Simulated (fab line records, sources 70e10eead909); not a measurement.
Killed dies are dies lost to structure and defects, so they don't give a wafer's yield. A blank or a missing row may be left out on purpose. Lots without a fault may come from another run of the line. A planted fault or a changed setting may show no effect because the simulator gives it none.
A struck lot beside a sound one | flow nand_harc | 41 steps out of a route of 1302
Sound: wafers L322.1, L322.2, L322.6. Struck: wafer L337.6. (L337.2, L337.5 of the same lot were not struck and are left out.) The cause comes at the end.
At each step with rows: each side's tool, then ch and its chambers, then its first start. Under that, the readings that differ: sound wafers | struck wafers | difference of the means | sigmas: that difference in standard deviations of wafers without a fault.
alike: readings whose means differ by less than 2 such deviations, and words and numbers that are the same on both sides. not compared: withheld readings, readings that some wafer has no value for, bounds like >300 that may hide the same value, and numbers for which the record gives no deviation and whose values overlap.
The two part at a step that has a row with sigmas, a row that says differs or no value, or rows on one side only. Numbers that don't overlap but have no deviation are shown without sigmas and don't part them. A reading that every wafer of one side lacks parts them only if that side has two wafers or more.

NHARC_P_M2_OVL_MEAS_10: pitch 340 nm.
  sound on overlay-02, day 8 06:07; struck on overlay-01, day 14 22:58
  reading           | sound         | struck | difference | sigmas
  overlay_x_nm (nm) | -0.8 -0.2 0.5 | -1.7   | -1.5       | -2
  alike: overlay_y_nm
NHARC_P_M2_INSPECT_11:
  sound on defect_inspect-01, day 8 06:08; struck on defect_inspect-01, day 14 23:00
  reading          | sound | struck | difference | sigmas
  raw_defect_count | 2 7 2 | 9      | +5         | +2
then, 2 steps without rows for these wafers: NHARC_P_M2_DESCUM_14 (chemistry O2, time 3 s); NHARC_P_M2_ETCH_35 (etches the open film in N2/H2, target depth 40 nm, overetch 12 nm, time 43.94 s).
NHARC_P_M2_ETCH_15: etches the open film in C4F8/Ar, target depth 182.5 nm, time 91.2 s.
  sound on rie_diel-03 ch 0,2,3; struck on rie_diel-03 ch 1
  alike: oes_product_au, rf_vpp_V
  not compared: rf_hours_counter_h
NHARC_P_M2_CD_MEAS_16:
  sound on cd_sem-01, day 8 06:31; struck on cd_sem-01, day 14 23:25
  alike: cd_nm
NHARC_P_M2_STRIP_18: strips in N2/H2.
  sound on rie_diel-12 ch 0,1,2, day 8 06:35; struck on rie_diel-04 ch 3, day 14 23:34
  reading                | sound                | struck | difference | sigmas
  throttle_valve_pct (%) | 14.184 14.187 14.180 | 14.154 | -0.030     | -3
  alike: drypump_motor_current_A, oes_product_au, rf_vpp_V, showerhead_plenum_p_Torr
  not compared: rf_hours_counter_h
then, 5 steps without rows for these wafers: NHARC_P_M2_ETCH_28 (etches the open film in CF4/N2, target depth 30 nm, time 72.99 s); NHARC_P_M2_STRIP_19 (strips in post etch residue remover, time 600 s); NHARC_P_M2_DEGAS_29 (time 60 s); NHARC_P_M2_PRE_CLEAN_30 (time 30 s); NHARC_P_M2_PVD_20 (deposits TaN, target thk 5 nm, time 8.06 s).
NHARC_P_M2_PVD_21: deposits Cu, target thk 30 nm, time 20.49 s.
  sound on pvd_sputter-01, day 8 07:32; struck on pvd_sputter-03, day 15 00:22
  alike: substrate_temp_c, throttle_valve_pct
then, 4 steps without rows for these wafers: NHARC_P_M2_ECD_22 (material Cu, target thk 400 nm); NHARC_P_M2_ANNEAL_31 (time 90 s); NHARC_P_M2_CMP_23 (polishes, t overpolish 20 s, target thk 144.3 nm); NHARC_P_M2_SRD_25.
NHARC_P_M2_INSPECT_27:
  sound on defect_inspect-01, day 8 08:50; struck on defect_inspect-01, day 15 01:48
  alike: raw_defect_count
then, 1 step without rows for these wafers: NHARC_P_M2_PRE_CLEAN_32 (time 12 s).
NHARC_P_M2_DEP_33: deposits SiCN, target thk 30 nm.
  sound on pecvd-01 ch 0,1,2, day 8 08:59; struck on pecvd-04 ch 1, day 15 01:56
  alike: heater_power_w
then, 1 step without rows for these wafers: NHARC_P_BONDPAD_DEP_00 (deposits SiCN, target thk 250 nm).
NHARC_P_BONDPAD_CMP_32: polishes SiCN, target thk 200 nm.
  the record has rows for the sound wafers here (cmp-01 ch 0,2,3, day 8 09:47) and none for the struck ones
NHARC_P_BONDPAD_THK_MEAS_33: measures by ellipsometry.
  the record has rows for the sound wafers here (film_metro-01, day 8 10:02) and none for the struck ones
then, 10 steps without rows for these wafers: NHARC_P_BONDPAD_SRD_34; NHARC_P_BONDPAD_DEHYDRATE_01 (time 120 s); NHARC_P_BONDPAD_HMDS_02 (time 30 s); NHARC_P_BONDPAD_COAT_36 (time 65 s); NHARC_P_BONDPAD_COAT_03 (resist thk 600 nm); NHARC_P_BONDPAD_SOFTBAKE_04 (time 70 s); NHARC_P_BONDPAD_EBR_05; NHARC_P_BONDPAD_EXPOSE_06 (exposes mask P BPAD); NHARC_P_BONDPAD_PEB_07 (peb time 80 s); NHARC_P_BONDPAD_DEVELOP_08 (time 50 s).
NHARC_P_BONDPAD_CD_MEAS_09: target cd 500 nm.
  the record has rows for the sound wafers here (cd_sem-03 ch 0, day 8 10:37) and none for the struck ones
NHARC_P_BONDPAD_OVL_MEAS_38:
  the record has rows for the sound wafers here (overlay-02, day 8 10:41) and none for the struck ones
then, 3 steps without rows for these wafers: NHARC_P_BONDPAD_HARDBAKE_10 (time 65 s); NHARC_P_BONDPAD_DESCUM_11 (chemistry O2, time 3 s); NHARC_P_BONDPAD_ETCH_37 (etches the open film in N2/H2, target depth 60 nm, overetch 18 nm, time 65.91 s).
NHARC_P_BONDPAD_ETCH_12: etches the open film in CHF3/O2, target depth 200 nm, time 100 s.
  the record has rows for the sound wafers here (rie_diel-05 ch 0,1,3) and none for the struck ones
NHARC_P_BONDPAD_CD_MEAS_13:
  the record has rows for the sound wafers here (cd_sem-03, day 8 11:08) and none for the struck ones
-- the record jumps here: 18 days lie between the struck wafers' starts before and after (it left off in module P_BONDPAD and takes up again in module END, whose first step shown is number 1302 of the route) --
NHARC_END_SORT_01:
  the record has rows for the struck wafers here (prober-02 ch 0, day 33 00:57) and none for the sound ones

WHERE THEY PART
First at NHARC_P_M2_OVL_MEAS_10; last, within this record, at NHARC_END_SORT_01.

WHY: what the simulator had put in
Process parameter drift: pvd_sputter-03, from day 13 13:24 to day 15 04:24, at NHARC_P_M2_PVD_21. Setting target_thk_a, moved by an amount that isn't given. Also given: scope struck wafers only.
